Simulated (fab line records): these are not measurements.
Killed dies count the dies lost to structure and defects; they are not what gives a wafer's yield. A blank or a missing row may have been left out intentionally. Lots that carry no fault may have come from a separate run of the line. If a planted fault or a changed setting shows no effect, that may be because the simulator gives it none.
Matching of chambers	flow n5_finfet	N5_BEOL_M8_STRIP_36 on rie_diel-01: 3 sister chambers
The step strips in N2/H2. 14 wafers are shown with their chamber, then 5 later ones without.

== WAFERS, EACH WITH ITS CHAMBER ==
wafer	chamber	showerhead_plenum_p_Torr (Torr)	drypump_motor_current_A (A)	throttle_valve_pct (%)
L077.4	1	2.48	6.5	23.50
L077.5	2	2.61	5.4	23.70
L077.6	1	2.48	6.5	23.49
L080.2	2	2.61	5.4	23.72
L080.4	0	2.41	6.2	23.61
L080.5	1	2.48	6.4	23.51
L082.1	0	2.41	6.3	23.60
L082.3	2	2.60	5.4	23.69
L082.4	1	2.48	6.5	23.51
L083.2	0	2.41	6.2	23.61
L083.3	2	2.60	5.5	23.75
L083.6	0	2.41	6.2	23.61
L085.1	1	2.47	6.5	23.52
L085.4	0	2.41	6.2	23.61

SIGNATURES (means of the wafers above)
reading	chamber 0	chamber 1	chamber 2	scatter within a chamber
showerhead_plenum_p_Torr	2.4100	2.4780	2.6050	0.00405
drypump_motor_current_A	6.220	6.480	5.425	0.0462
throttle_valve_pct	23.6080	23.5060	23.7150	0.0157
Rule: a wafer lies at a distance from a chamber equal to the root of the sum of squares, over the readings, of (its reading less the chamber's mean, divided by the reading's scatter). The wafer belongs to the nearest chamber; if the next one is less than 2 further off, it can't be placed. The scatter: take each reading less its chamber's mean, square it, sum over the shown wafers, divide by the number of wafers less the number of chambers, and take the root.

== WAFERS MISSING THEIR CHAMBER ==
wafer	showerhead_plenum_p_Torr (Torr)	drypump_motor_current_A (A)	throttle_valve_pct (%)
L085.6	2.47	6.4	23.54
L086.2	2.47	6.4	23.51
L086.4	2.41	6.2	23.62
L094.1	2.47	6.5	23.55
L094.3	2.59	5.4	23.62

== CHAMBER TAKEN BY EACH ==
wafer	from the rows above	in truth
L085.6	1	1
L086.2	1	1
L086.4	0	0
L094.1	1	1
L094.3	2	2
Correct placement for 5 of the 5. Number that these rows cannot place: 0. Placed wrongly: 0.
